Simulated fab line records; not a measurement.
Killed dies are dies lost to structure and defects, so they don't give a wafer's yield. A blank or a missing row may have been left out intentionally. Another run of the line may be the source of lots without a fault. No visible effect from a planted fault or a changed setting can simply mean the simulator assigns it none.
A single fault, viewed from 2 desks || flow n5Finfet || every desk sees just its own numbers, and what lay behind them comes last

TOOL OWNER'S DESK, rieDiel-01
The tool's own readings at N5_BEOL_M14_ETCH_59 (etches BARC in N2/H2, target depth 89 nm, overetch 26.7 nm, time 67.9 s): means of the sampled wafers that have a number, for each lot that ran on this tool. Marked OUT: a lot whose mean sits more than 4 standard deviations from the usual mean, which makes it out of limits; the brackets give that distance.
Columns: A = drypumpMotorCurrentA at N5_BEOL_M14_ETCH_59, usual 5.9 A; B = oesProductAu at N5_BEOL_M14_ETCH_59, usual 0.70 a.u.; C = rfVppV at N5_BEOL_M14_ETCH_59, usual 524.1 V; D = runLengthS at N5_BEOL_M14_ETCH_59, usual 91.2 s; E = showerheadPlenumPTorr at N5_BEOL_M14_ETCH_59, usual 2.55 Torr; F = throttleValvePct at N5_BEOL_M14_ETCH_59, usual 17.82 %
{"lot": "L227", "first seen here": "day 12 00:23", "A": 5.4, "B": 0.70, "C": 525.9, "D": 91.3, "E": 2.64, "F": 17.95}
{"lot": "L230", "first seen here": "day 13 00:39", "A": 5.7, "B": 0.72, "C": 524.4, "D": 90.9, "E": 2.56, "F": 17.94}
{"lot": "L236", "first seen here": "day 14 21:48", "A": 5.9, "B": 0.70, "C": 522.5, "D": "94.0 (+5.2) OUT", "E": 2.52, "F": 17.89}
{"lot": "L237", "first seen here": "day 15 00:21", "A": 5.7, "B": 0.67, "C": 524.4, "D": "95.7 (+8.3) OUT", "E": 2.54, "F": 17.93}
{"lot": "L246", "first seen here": "day 17 14:24", "A": 5.2, "B": 0.74, "C": 525.2, "D": 91.3, "E": 2.59, "F": 17.78}
This desk's finding: out of limits on L236, L237; first on L236, day 14 21:48 (runLengthS at N5_BEOL_M14_ETCH_59). L227, L230, L246: within limits.

AT THE METROLOGY DESK
What the gauges read, lot by lot, whatever tool the lot ran on: means of the sampled wafers that have a number. Marked OUT: a lot whose mean sits more than 4 standard deviations from the usual mean, which makes it out of limits; the brackets give that distance.
Columns: A = M13_RS at N5_BEOL_M13_RS_MEAS_54, usual 0.0451 ohm/sq; B = V13_OVL at N5_BEOL_M14_OVL_MEAS_11, usual -2 nm
{"lot": "L225", "first seen here": "day 11 12:16", "A": 0.0455, "B": -1}
{"lot": "L227", "first seen here": "day 11 23:41", "A": 0.0446, "B": 4}
{"lot": "L229", "first seen here": "day 12 20:27", "A": 0.0453, "B": -3}
{"lot": "L230", "first seen here": "day 12 23:58", "A": 0.0451, "B": -3}
{"lot": "L236", "first seen here": "day 14 20:55", "A": 0.0449, "B": -12}
{"lot": "L237", "first seen here": "day 14 23:40", "A": 0.0454, "B": -4}
{"lot": "L238", "first seen here": "day 15 04:06", "A": 0.0454, "B": 2}
{"lot": "L239", "first seen here": "day 15 14:33", "A": 0.0442, "B": 3}
{"lot": "L244", "first seen here": "day 16 21:44", "A": 0.0445, "B": -1}
{"lot": "L245", "first seen here": "day 17 02:34", "A": 0.0447, "B": 8}
{"lot": "L246", "first seen here": "day 17 13:35", "A": 0.0455, "B": 3}
Result from this desk: across the 11 lots, nothing is out of limits.

BROUGHT TOGETHER
An alarm could have come from the tool owner's desk at day 14 21:48, on L236, L237.
At the metrology desk, nothing out of limits was observed.
The metrology desk has L236, L237 on record, within its limits.
Of the lots named, all ran N5_BEOL_M14_ETCH_59 on rieDiel-01.

WHAT THE SIMULATOR PUT IN
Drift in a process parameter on rieDiel-01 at N5_BEOL_M14_ETCH_59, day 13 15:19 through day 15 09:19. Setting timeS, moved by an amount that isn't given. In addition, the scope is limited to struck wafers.
Struck lots among those shown: L236, L237.
Time in hours from fault onset to the first out-of-limits reading at each desk: the tool owner's desk, 30.
